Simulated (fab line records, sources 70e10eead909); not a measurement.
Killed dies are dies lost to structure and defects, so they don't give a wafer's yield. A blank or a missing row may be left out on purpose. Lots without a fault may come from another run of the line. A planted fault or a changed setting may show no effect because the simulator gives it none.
A struck lot beside a sound one | flow nand_harc | 16 steps out of a route of 1302
Sound: wafers L919.1, L919.3, L919.4. Struck: wafers L923.1, L923.3, L923.6. The cause comes at the end.
At each step with rows: each side's tool, then ch and its chambers, then its first start. Under that, the readings that differ: sound wafers | struck wafers | difference of the means | sigmas: that difference in standard deviations of wafers without a fault.
alike: readings whose means differ by less than 2 such deviations, and words and numbers that are the same on both sides. not compared: withheld readings, readings that some wafer has no value for, bounds like >300 that may hide the same value, and numbers for which the record gives no deviation and whose values overlap.
The two part at a step that has a row with sigmas, a row that says differs or no value, or rows on one side only. Numbers that don't overlap but have no deviation are shown without sigmas and don't part them. A reading that every wafer of one side lacks parts them only if that side has two wafers or more.

NHARC_A_ONON_D2_THK_MEAS_11: measures by ellipsometry.
  sound on film_metro-02, day 13 03:41; struck on film_metro-01, day 14 10:52
  alike: thk_nm
then, 1 step without rows for these wafers: NHARC_A_ONON_D2_DEP_12 (target thk 1000 nm).
NHARC_A_ONON_D2_THK_MEAS_14: measures by ellipsometry.
  sound on film_metro-02, day 13 04:15; struck on film_metro-02, day 14 11:25
  alike: thk_nm
then, 2 steps without rows for these wafers: NHARC_A_ONON_D2_ANNEAL_15 (time 3600 s); NHARC_A_ONON_D2_DEP_16 (target thk 1000 nm).
NHARC_A_ONON_D2_THK_MEAS_18: measures by ellipsometry.
  sound on film_metro-02, day 13 12:37; struck on film_metro-01, day 14 19:08
  alike: thk_nm
then, 1 step without rows for these wafers: NHARC_A_ONON_D2_DEP_19 (target thk 1000 nm).
NHARC_A_ONON_D2_THK_MEAS_21: measures by ellipsometry.
  sound on film_metro-01, day 13 13:11; struck on film_metro-01, day 14 19:42
  reading     | sound       | struck         | difference | sigmas
  thk_nm (nm) | 988 989 988 | 1016 1019 1015 | +28        | +3
then, 1 step without rows for these wafers: NHARC_A_ONON_D2_DEP_22 (target thk 1000 nm).
NHARC_A_ONON_D2_THK_MEAS_24: measures by ellipsometry.
  sound on film_metro-01, day 13 13:45; struck on film_metro-02, day 14 20:16
  alike: thk_nm
then, 1 step without rows for these wafers: NHARC_A_ONON_D2_DEP_25 (target thk 1000 nm).
NHARC_A_ONON_D2_THK_MEAS_27: measures by ellipsometry.
  sound on film_metro-02, day 13 14:19; struck on film_metro-02, day 14 20:50
  alike: thk_nm
NHARC_A_ONON_D2_DEP_28: target thk 1000 nm.
  sound on pecvd_onon-03 ch 0, day 13 14:22; struck on pecvd_onon-03 ch 0, day 14 20:53
NHARC_A_ONON_D2_THK_MEAS_30: measures by ellipsometry.
  sound on film_metro-01, day 13 14:53; struck on film_metro-02, day 14 21:24
  reading     | sound       | struck         | difference | sigmas
  thk_nm (nm) | 994 994 995 | 1082 1083 1082 | +88        | +9
NHARC_A_ONON_D2_DEP_33: deposits SiO2, target thk 200 nm.
  sound on pecvd-01 ch 0,1,2, day 13 14:56; struck on pecvd-03 ch 0,2, day 14 21:28
  alike: heater_power_outer_w, heater_power_w, throttle_valve_pct
-- the record jumps here: 12 days lie between the struck wafers' starts before and after (it left off in module A_ONON_D2 and takes up again in module END, whose first step shown is number 1302 of the route) --
NHARC_END_SORT_01:
  the record has rows for the struck wafers here (prober-02 ch 0, day 26 22:30) and none for the sound ones

WHERE THEY PART
First at NHARC_A_ONON_D2_THK_MEAS_21; last, within this record, at NHARC_END_SORT_01.

WHY: what the simulator had put in
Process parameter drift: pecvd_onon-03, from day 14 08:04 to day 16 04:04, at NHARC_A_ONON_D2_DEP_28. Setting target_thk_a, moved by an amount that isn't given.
